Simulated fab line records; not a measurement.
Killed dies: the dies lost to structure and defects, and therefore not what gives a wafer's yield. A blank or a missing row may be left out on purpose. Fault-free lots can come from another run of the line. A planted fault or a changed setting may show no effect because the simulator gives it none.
Split-lot experiment + flow n5 finfet + 21 wafers read across 7 lots, on a route 1938 steps long

## ABOUT THE SPLIT
At N5_BEOL_M15_COAT_22 (resist thk 800 nm), the setting spin rpm was moved away from the recipe's 1704 rpm on 4 of the 21 wafers read, by -10.7% to +11.0%. This setting was run at the recipe's value on the other wafers.

## FROM THE SPLIT TO THE READING: what the file shows between them, 6 steps
- N5_BEOL_M15_PEB_26: peb time 90 s (also split here: peb temp c)
- N5_BEOL_M15_DEVELOP_27: develop time 45 s
- N5_BEOL_M15_HARDBAKE_32: time 120 s
- N5_BEOL_M15_CD_MEAS_28: target cd 407.6 nm
- N5_BEOL_M15_DESCUM_33: chemistry O2, time 7.9 s
- N5_BEOL_M15_ETCH_61: etches BARC in N2/H2, target depth 89 nm, overetch 26.7 nm, time 67.9 s

## THE READING
coat_of_BEOL_M15_COAT_22.thk nm (the simulator's own value, which no gauge read), in nm, at N5_BEOL_M15_TRENCH_ETCH_34 (etches SiO2 in C4F8/O2/Ar, target depth 872.93 nm, time 199 s). No usual value for it is given in the file. Across the 17 wafers here that went through the recipe, the average is 544.1 nm and the standard deviation 4.6 nm.

| wafer  | tool, chamber at the split | spin rpm as run, rpm | against the recipe | coat_of_BEOL_M15_COAT_22.thk nm, nm | against lot-mates on the recipe |
|--------|----------------------------|----------------------|--------------------|-------------------------------------|---------------------------------|
| L074.2 | litho track-02, 0          | 1704                 | recipe             | 546                                 | -                               |
| L074.3 | litho track-02, 0          | 1704                 | recipe             | 543.2                               | -                               |
| L074.6 | litho track-02, 0          | 1704                 | recipe             | 549.8                               | -                               |
| L081.3 | litho track-03, 0          | 1704                 | recipe             | 546.8                               | -                               |
| L081.4 | litho track-03, 0          | 1704                 | recipe             | 545                                 | -                               |
| L081.6 | litho track-03, 0          | 1704                 | recipe             | 541.6                               | -                               |
| L084.1 | litho track-01, 0          | 1704                 | recipe             | 543.6                               | -                               |
| L084.3 | litho track-01, 0          | 1704                 | recipe             | 536.4                               | -                               |
| L084.4 | litho track-01, 0          | 1704                 | recipe             | 542.8                               | -                               |
| L087.1 | litho track-01, 0          | 1522                 | -10.7%             | 597.2                               | +49.8                           |
| L087.2 | litho track-01, 0          | 1704                 | recipe             | 545.4                               | -                               |
| L087.5 | litho track-01, 0          | 1704                 | recipe             | 549.4                               | -                               |
| L093.2 | litho track-03, 0          | 1704                 | recipe             | 550.8                               | -                               |
| L093.3 | litho track-03, 0          | 1704                 | recipe             | 542.2                               | -                               |
| L093.4 | litho track-03, 0          | 1704                 | recipe             | 549.8                               | -                               |
| L090.2 | litho track-03, 0          | 1849                 | +8.5%              | 515.2                               | -28.4                           |
| L090.5 | litho track-03, 0          | 1849                 | +8.5%              | 508.6                               | -35.0                           |
| L090.6 | litho track-03, 0          | 1704                 | recipe             | 543.6                               | -                               |
| L091.1 | litho track-01, 0          | 1704                 | recipe             | 540.2                               | -                               |
| L091.3 | litho track-01, 0          | 1891                 | +11.0%             | 492.4                               | -44.1                           |
| L091.6 | litho track-01, 0          | 1704                 | recipe             | 532.8                               | -                               |

THE FIT
A straight line over all 21 wafers: coat_of_BEOL_M15_COAT_22.thk nm changes by -4.47 nm for each +1% of spin rpm; r = -0.97; the points scatter about the line by 5 nm.
The same after taking each lot's own level away (the mean of its wafers on the recipe; 21 wafers): -4.13 nm for each +1%; r = -0.98; scatter 3.4 nm.
The reading moves by 45 nm for the largest change in spin rpm, on that fit.
The span of the lots' own levels, 536.50 to 547.60 nm, comes to 2.4 times the standard deviation stated above.
The two slopes are in agreement: the lot-to-lot level therefore moves the slope only a little.
Check: for one of the wafers moved furthest among these (+11.0%), held out of the fit, the line's prediction against its lot-mates is -44.9 nm. Against them it came out at -44.1 nm.

## OTHER SPLITS ON THESE WAFERS
Before the reading, these wafers also passed through other splits. Each is held against what the fit with the lots' levels taken away leaves over:
| other split on the same wafers    | wafers away from the commonest value | r with coat_of_BEOL_M15_COAT_22.thk nm (lot level and that fit taken away) |
|-----------------------------------|--------------------------------------|----------------------------------------------------------------------------|
| N5_BEOL_M14_TRENCH_ETCH_34 time s | 10                                   | -0.14                                                                      |
| N5_BEOL_M14_SPUTTER_45 power w    | 10                                   | -0.14                                                                      |
| N5_BEOL_M15_PEB_26 peb temp c     | 9                                    | +0.21                                                                      |

## THE WHOLE CHAIN: every reading that the file lists as answering this split, in the file's order
| step                       | what it does                                                  | reading                                                                          | change (the file's fit)              | r (the file's) |
|----------------------------|---------------------------------------------------------------|----------------------------------------------------------------------------------|--------------------------------------|----------------|
| N5_BEOL_M15_COAT_22        | resist thk 800 nm                                             | coat_of_BEOL_M15_COAT_22.thk nm (the simulator's own value, which no gauge read) | -4.1 nm for each +1% of the setting  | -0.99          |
| N5_BEOL_M15_TRENCH_ETCH_34 | etches SiO2 in C4F8/O2/Ar, target depth 872.93 nm, time 199 s | coat_of_BEOL_M15_COAT_22.thk nm (the simulator's own value, which no gauge read) | -4.19 nm for each +1% of the setting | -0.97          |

## FILE'S OWN FIT
coat_of_BEOL_M15_COAT_22.thk nm changes by -4.19 nm for each +1% of spin rpm, r = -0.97.
